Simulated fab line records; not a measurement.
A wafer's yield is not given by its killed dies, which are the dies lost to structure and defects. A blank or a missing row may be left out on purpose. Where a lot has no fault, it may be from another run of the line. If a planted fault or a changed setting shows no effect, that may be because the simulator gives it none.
A sampling plan put to the test / flow n5Finfet / 31 faults told of in these records, all on one fab line, each judged by the records of the lots it struck
The line's own looks make up the plan; these are the steps of the route where a gauge or inspection reads the wafer and leaves it unchanged. A look is open to judgement when struck wafers have a number at it and the file gives its usual mean and standard deviation on fault-free wafers. Caught: at a look after the fault's first step, the mean of the struck wafers lies 4 or more of those standard deviations (sigma) from the usual mean. On the tool: the test repeated on the tool's own readings taken at the fault's steps. Also counted as caught: the struck wafers showing another recipe, or a record that is empty for them alone.

THE FAULTS, as the simulator had put them in
1. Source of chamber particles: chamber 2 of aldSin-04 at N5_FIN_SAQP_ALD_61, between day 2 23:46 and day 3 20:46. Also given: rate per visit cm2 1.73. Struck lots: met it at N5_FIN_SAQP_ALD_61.
2. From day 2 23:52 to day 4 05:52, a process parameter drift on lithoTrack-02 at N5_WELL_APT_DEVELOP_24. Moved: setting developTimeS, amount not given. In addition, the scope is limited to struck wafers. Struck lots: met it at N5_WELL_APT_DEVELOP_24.
3. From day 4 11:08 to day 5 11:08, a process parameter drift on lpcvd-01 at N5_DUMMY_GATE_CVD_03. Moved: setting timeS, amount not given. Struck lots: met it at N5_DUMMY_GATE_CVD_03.
4. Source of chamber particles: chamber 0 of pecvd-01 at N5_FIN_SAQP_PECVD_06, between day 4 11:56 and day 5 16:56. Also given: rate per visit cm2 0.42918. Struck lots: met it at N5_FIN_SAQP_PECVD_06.
5. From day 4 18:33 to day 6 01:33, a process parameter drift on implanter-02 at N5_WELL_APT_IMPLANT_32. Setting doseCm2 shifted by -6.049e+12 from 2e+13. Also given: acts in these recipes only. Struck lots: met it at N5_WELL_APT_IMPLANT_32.
6. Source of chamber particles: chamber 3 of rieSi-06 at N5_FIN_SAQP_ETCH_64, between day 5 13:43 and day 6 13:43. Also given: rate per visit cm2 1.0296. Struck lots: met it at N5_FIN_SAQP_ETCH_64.
7. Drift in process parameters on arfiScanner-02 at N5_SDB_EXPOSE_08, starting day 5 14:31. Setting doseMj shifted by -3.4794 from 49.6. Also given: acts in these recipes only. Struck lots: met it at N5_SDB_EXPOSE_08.
8. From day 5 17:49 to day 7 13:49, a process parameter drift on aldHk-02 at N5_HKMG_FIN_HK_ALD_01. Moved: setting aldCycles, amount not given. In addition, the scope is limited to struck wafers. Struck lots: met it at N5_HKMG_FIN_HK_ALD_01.
9. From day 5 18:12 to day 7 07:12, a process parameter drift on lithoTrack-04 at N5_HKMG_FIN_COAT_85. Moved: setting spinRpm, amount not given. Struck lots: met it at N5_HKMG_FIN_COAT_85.
10. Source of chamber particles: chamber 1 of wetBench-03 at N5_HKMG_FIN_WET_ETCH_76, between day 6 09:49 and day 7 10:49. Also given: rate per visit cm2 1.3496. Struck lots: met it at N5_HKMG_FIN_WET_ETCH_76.
11. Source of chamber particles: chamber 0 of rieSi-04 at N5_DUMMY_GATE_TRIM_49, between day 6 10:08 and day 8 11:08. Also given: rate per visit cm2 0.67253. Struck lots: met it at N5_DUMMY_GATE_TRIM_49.
12. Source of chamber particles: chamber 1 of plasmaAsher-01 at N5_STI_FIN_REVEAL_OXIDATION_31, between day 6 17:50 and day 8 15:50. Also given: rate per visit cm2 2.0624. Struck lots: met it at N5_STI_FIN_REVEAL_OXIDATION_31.
13. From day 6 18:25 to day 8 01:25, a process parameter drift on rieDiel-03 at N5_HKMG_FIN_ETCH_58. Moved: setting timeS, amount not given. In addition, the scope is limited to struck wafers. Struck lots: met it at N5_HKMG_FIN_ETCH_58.
14. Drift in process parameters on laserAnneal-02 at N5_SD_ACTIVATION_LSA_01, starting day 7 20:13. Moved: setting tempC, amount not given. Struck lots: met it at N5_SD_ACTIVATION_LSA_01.
15. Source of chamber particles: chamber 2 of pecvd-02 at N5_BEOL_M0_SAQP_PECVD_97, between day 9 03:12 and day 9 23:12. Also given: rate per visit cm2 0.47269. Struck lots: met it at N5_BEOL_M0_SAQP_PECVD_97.
16. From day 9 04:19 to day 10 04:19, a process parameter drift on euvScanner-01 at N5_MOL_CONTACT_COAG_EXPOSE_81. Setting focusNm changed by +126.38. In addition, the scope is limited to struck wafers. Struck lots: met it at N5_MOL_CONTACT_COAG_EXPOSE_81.
17. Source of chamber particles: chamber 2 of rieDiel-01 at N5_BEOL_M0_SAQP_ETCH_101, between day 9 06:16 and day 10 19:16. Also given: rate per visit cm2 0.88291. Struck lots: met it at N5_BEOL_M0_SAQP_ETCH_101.
18. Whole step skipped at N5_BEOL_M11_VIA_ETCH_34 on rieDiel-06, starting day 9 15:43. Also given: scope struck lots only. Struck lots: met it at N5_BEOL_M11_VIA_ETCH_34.
19. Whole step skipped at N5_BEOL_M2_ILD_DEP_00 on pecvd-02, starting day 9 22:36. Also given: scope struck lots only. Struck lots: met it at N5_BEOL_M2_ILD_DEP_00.
20. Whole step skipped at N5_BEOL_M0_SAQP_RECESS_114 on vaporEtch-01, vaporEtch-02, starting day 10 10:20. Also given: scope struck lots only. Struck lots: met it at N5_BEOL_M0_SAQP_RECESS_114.
21. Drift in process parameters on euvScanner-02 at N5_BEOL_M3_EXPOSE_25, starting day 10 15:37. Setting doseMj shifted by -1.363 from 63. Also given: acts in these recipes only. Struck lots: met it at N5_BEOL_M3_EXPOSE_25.
22. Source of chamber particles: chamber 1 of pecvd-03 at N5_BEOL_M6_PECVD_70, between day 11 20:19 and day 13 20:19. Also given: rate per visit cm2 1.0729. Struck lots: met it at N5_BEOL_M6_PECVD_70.
23. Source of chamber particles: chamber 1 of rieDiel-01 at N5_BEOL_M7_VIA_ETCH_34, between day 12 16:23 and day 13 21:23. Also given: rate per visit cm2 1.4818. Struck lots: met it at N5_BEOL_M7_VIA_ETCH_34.
24. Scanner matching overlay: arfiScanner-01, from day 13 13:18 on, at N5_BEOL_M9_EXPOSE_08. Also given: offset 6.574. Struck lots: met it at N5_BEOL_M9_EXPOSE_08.
25. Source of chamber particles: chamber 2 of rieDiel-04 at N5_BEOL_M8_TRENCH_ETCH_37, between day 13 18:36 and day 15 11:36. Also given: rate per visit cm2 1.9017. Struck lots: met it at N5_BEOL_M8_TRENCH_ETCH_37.
26. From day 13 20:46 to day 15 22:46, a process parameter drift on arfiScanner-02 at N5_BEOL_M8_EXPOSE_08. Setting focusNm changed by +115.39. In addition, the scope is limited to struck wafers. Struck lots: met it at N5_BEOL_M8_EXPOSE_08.
27. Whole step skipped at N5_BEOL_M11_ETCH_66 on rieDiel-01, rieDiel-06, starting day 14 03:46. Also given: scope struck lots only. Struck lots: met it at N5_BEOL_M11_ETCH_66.
28. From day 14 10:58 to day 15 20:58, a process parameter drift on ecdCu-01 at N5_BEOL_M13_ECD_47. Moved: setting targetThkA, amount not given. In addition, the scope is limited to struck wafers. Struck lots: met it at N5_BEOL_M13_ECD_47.
29. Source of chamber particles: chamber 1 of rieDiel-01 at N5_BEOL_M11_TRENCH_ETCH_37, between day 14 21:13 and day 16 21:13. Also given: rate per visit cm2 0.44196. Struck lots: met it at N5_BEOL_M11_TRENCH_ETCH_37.
30. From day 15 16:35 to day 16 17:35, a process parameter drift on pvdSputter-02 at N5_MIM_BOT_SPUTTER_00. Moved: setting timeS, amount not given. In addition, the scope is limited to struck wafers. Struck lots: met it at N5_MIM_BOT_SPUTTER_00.
31. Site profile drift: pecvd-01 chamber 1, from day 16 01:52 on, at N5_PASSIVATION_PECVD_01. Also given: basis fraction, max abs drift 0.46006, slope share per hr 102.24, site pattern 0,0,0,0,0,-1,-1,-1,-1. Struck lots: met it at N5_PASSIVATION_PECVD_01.

WHAT THE PLAN SAW
fault=1; on the tool itself=under 2 sigma; first look that catches it=N5_FIN_SAQP_INSPECT_18; reading, sigma=rawDefectCount +9.1; median hours from its first step to that look=1.2; hours from the fault's start to the first struck lot there=4; judged looks passed uncaught=0
fault=2; on the tool itself=no reading that can be judged; first look that catches it=not the one look that can be judged after it; reading, sigma=-; median hours from its first step to that look=-; hours from the fault's start to the first struck lot there=-; judged looks passed uncaught=1
fault=3; on the tool itself=no reading that can be judged; first look that catches it=no look after it can be judged; reading, sigma=-; median hours from its first step to that look=-; hours from the fault's start to the first struck lot there=-; judged looks passed uncaught=0
fault=4; on the tool itself=under 2 sigma; first look that catches it=N5_FIN_CUT_INSPECT_10; reading, sigma=rawDefectCount +22; median hours from its first step to that look=7.0; hours from the fault's start to the first struck lot there=15; judged looks passed uncaught=2
fault=5; on the tool itself=doseIonsCm2 -99 or beyond sigma; first look that catches it=N5_BEOL_M4_RC_MEAS_101; reading, sigma=CJ_N -6.0; median hours from its first step to that look=150.6; hours from the fault's start to the first struck lot there=161; judged looks passed uncaught=0
fault=6; on the tool itself=under 2 sigma; first look that catches it=N5_FIN_SAQP_INSPECT_40; reading, sigma=rawDefectCount +8.6; median hours from its first step to that look=0.3; hours from the fault's start to the first struck lot there=4; judged looks passed uncaught=1
fault=7; on the tool itself=exposureDoseMJCm2 -65 sigma; first look that catches it=N5_SDB_CD_MEAS_11; reading, sigma=cdNm -5.3; median hours from its first step to that look=0.1; hours from the fault's start to the first struck lot there=10; judged looks passed uncaught=0
fault=8; on the tool itself=under 2 sigma; first look that catches it=N5_HKMG_FIN_THK_MEAS_70; reading, sigma=HK_THK -10; median hours from its first step to that look=3.6; hours from the fault's start to the first struck lot there=14; judged looks passed uncaught=0
fault=9; on the tool itself=spinSpeedRpm +99 or beyond sigma; first look that catches it=not the one look that can be judged after it; reading, sigma=-; median hours from its first step to that look=-; hours from the fault's start to the first struck lot there=-; judged looks passed uncaught=1
fault=10; on the tool itself=under 2 sigma; first look that catches it=not the one look that can be judged after it; reading, sigma=-; median hours from its first step to that look=-; hours from the fault's start to the first struck lot there=-; judged looks passed uncaught=1
fault=11; on the tool itself=under 2 sigma; first look that catches it=N5_DUMMY_GATE_INSPECT_27; reading, sigma=rawDefectCount +4.9; median hours from its first step to that look=1.0; hours from the fault's start to the first struck lot there=5; judged looks passed uncaught=1
fault=12; on the tool itself=under 2 sigma; first look that catches it=N5_STI_FIN_REVEAL_INSPECT_13; reading, sigma=rawDefectCount +99 or beyond; median hours from its first step to that look=0.6; hours from the fault's start to the first struck lot there=14; judged looks passed uncaught=1
fault=13; on the tool itself=runLengthS -99 or beyond sigma; first look that catches it=N5_BEOL_M4_RC_MEAS_101; reading, sigma=IOFF_N_LONG +51; median hours from its first step to that look=102.9; hours from the fault's start to the first struck lot there=110; judged looks passed uncaught=0
fault=14; on the tool itself=wafer_temp_C_max +9.0 sigma; first look that catches it=N5_SD_ACTIVATION_RS_MEAS_03; reading, sigma=RS_SD_N -4.8; median hours from its first step to that look=0.2; hours from the fault's start to the first struck lot there=2; judged looks passed uncaught=0
fault=15; on the tool itself=under 2 sigma; first look that catches it=N5_BEOL_M0_CUTY_INSPECT_59; reading, sigma=rawDefectCount +99 or beyond; median hours from its first step to that look=11.5; hours from the fault's start to the first struck lot there=12; judged looks passed uncaught=1
fault=16; on the tool itself=no reading that can be judged; first look that catches it=N5_MOL_CONTACT_COAG_CD_MEAS_84; reading, sigma=cdNm -67; median hours from its first step to that look=0.2; hours from the fault's start to the first struck lot there=9; judged looks passed uncaught=0
fault=17; on the tool itself=under 2 sigma; first look that catches it=N5_BEOL_M0_SAQP_INSPECT_42; reading, sigma=rawDefectCount +6.1; median hours from its first step to that look=5.9; hours from the fault's start to the first struck lot there=6; judged looks passed uncaught=0
fault=18; on the tool itself=the tool's record is blank for the struck wafers; first look that catches it=no look after it can be judged; reading, sigma=-; median hours from its first step to that look=-; hours from the fault's start to the first struck lot there=-; judged looks passed uncaught=0
fault=19; on the tool itself=the tool's record is blank for the struck wafers; first look that catches it=no look after it can be judged; reading, sigma=-; median hours from its first step to that look=-; hours from the fault's start to the first struck lot there=-; judged looks passed uncaught=0
fault=20; on the tool itself=the tool's record is blank for the struck wafers; first look that catches it=no look after it can be judged; reading, sigma=-; median hours from its first step to that look=-; hours from the fault's start to the first struck lot there=-; judged looks passed uncaught=0
fault=21; on the tool itself=exposureDoseMJCm2 -19 sigma; first look that catches it=none of the 2 looks that can be judged after it; reading, sigma=-; median hours from its first step to that look=-; hours from the fault's start to the first struck lot there=-; judged looks passed uncaught=2
fault=22; on the tool itself=under 2 sigma; first look that catches it=N5_BEOL_M6_INSPECT_13; reading, sigma=rawDefectCount +8.2; median hours from its first step to that look=1.2; hours from the fault's start to the first struck lot there=5; judged looks passed uncaught=0
fault=23; on the tool itself=under 2 sigma; first look that catches it=not the one look that can be judged after it; reading, sigma=-; median hours from its first step to that look=-; hours from the fault's start to the first struck lot there=-; judged looks passed uncaught=1
fault=24; on the tool itself=no reading that can be judged; first look that catches it=N5_BEOL_M9_OVL_MEAS_12; reading, sigma=M9_OVL +8.5; median hours from its first step to that look=0.2; hours from the fault's start to the first struck lot there=1; judged looks passed uncaught=1
fault=25; on the tool itself=under 2 sigma; first look that catches it=no look after it can be judged; reading, sigma=-; median hours from its first step to that look=-; hours from the fault's start to the first struck lot there=-; judged looks passed uncaught=0
fault=26; on the tool itself=under 2 sigma; first look that catches it=N5_BEOL_M8_CD_MEAS_11; reading, sigma=cdNm -4.3; median hours from its first step to that look=0.1; hours from the fault's start to the first struck lot there=41; judged looks passed uncaught=0
fault=27; on the tool itself=the tool's record is blank for the struck wafers; first look that catches it=no look after it can be judged; reading, sigma=-; median hours from its first step to that look=-; hours from the fault's start to the first struck lot there=-; judged looks passed uncaught=0
fault=28; on the tool itself=no reading that can be judged; first look that catches it=no look after it can be judged; reading, sigma=-; median hours from its first step to that look=-; hours from the fault's start to the first struck lot there=-; judged looks passed uncaught=0
fault=29; on the tool itself=under 2 sigma; first look that catches it=none of the 2 looks that can be judged after it; reading, sigma=-; median hours from its first step to that look=-; hours from the fault's start to the first struck lot there=-; judged looks passed uncaught=2
fault=30; on the tool itself=under 2 sigma; first look that catches it=no look after it can be judged; reading, sigma=-; median hours from its first step to that look=-; hours from the fault's start to the first struck lot there=-; judged looks passed uncaught=0
fault=31; on the tool itself=under 2 sigma; first look that catches it=none of the 2 looks that can be judged after it; reading, sigma=-; median hours from its first step to that look=-; hours from the fault's start to the first struck lot there=-; judged looks passed uncaught=2
A dash: this means the fault isn't caught or the number doesn't appear in these records.

Caught at a look: 16 of 31. Caught on the tool: 10 of 31. By one or the other: 22 of 31.
Faults 9, 18, 19, 20, 21, 27 were caught on the tool alone.
Caught at a look alone: faults 1, 4, 6, 8, 11, 12, 15, 16, 17, 22, 24, 26.
Caught by neither: faults 2, 3, 10, 23, 25, 28, 29, 30, 31.

THINNER SAMPLING
In the worst case, this is how late the first struck lot would be measured if the look that catches a fault measured only every second or every third lot, by lot number:
fault=1; struck lots at that look, in order of time=L655; every lot=4 h; every second lot=may miss it; every third lot=may miss it
fault=4; struck lots at that look, in order of time=L932, L934; every lot=15 h; every second lot=may miss all 2; every third lot=may miss all 2
fault=5; struck lots at that look, in order of time=L430, L432, L433; every lot=161 h; every second lot=169 h; every third lot=may miss all 3
fault=6; struck lots at that look, in order of time=L519, L520; every lot=4 h; every second lot=11 h; every third lot=may miss all 2
fault=7; struck lots at that look, in order of time=L490, L491; every lot=10 h; every second lot=20 h; every third lot=may miss all 2
fault=8; struck lots at that look, in order of time=L477, L479, L481; every lot=14 h; every second lot=may miss all 3; every third lot=39 h
fault=11; struck lots at that look, in order of time=L309, L310; every lot=5 h; every second lot=15 h; every third lot=may miss all 2
fault=12; struck lots at that look, in order of time=L425; every lot=14 h; every second lot=may miss it; every third lot=may miss it
fault=13; struck lots at that look, in order of time=L414, L415; every lot=110 h; every second lot=111 h; every third lot=may miss all 2
fault=14; struck lots at that look, in order of time=L285, L287; every lot=2 h; every second lot=may miss all 2; every third lot=may miss all 2
fault=15; struck lots at that look, in order of time=L358; every lot=12 h; every second lot=may miss it; every third lot=may miss it
fault=16; struck lots at that look, in order of time=L355; every lot=9 h; every second lot=may miss it; every third lot=may miss it
fault=17; struck lots at that look, in order of time=L248; every lot=6 h; every second lot=may miss it; every third lot=may miss it
fault=22; struck lots at that look, in order of time=L394, L393; every lot=5 h; every second lot=5 h; every third lot=may miss all 2
fault=24; struck lots at that look, in order of time=L873, L867; every lot=1 h; every second lot=may miss all 2; every third lot=may miss all 2
fault=26; struck lots at that look, in order of time=L796; every lot=41 h; every second lot=may miss it; every third lot=may miss it
Hours count from the start of the fault until the first struck lot that is measured. 4 sigma limit: tested on the pooled struck wafers, so a lone lot may be under it. Other struck lots may not be in these records.

THE LONGEST TIMED WAY FROM STEP TO LOOK
In fault 5, a median of 150.6 hours elapses between N5_WELL_APT_IMPLANT_32 and N5_BEOL_M4_RC_MEAS_101. No look between them can be judged.
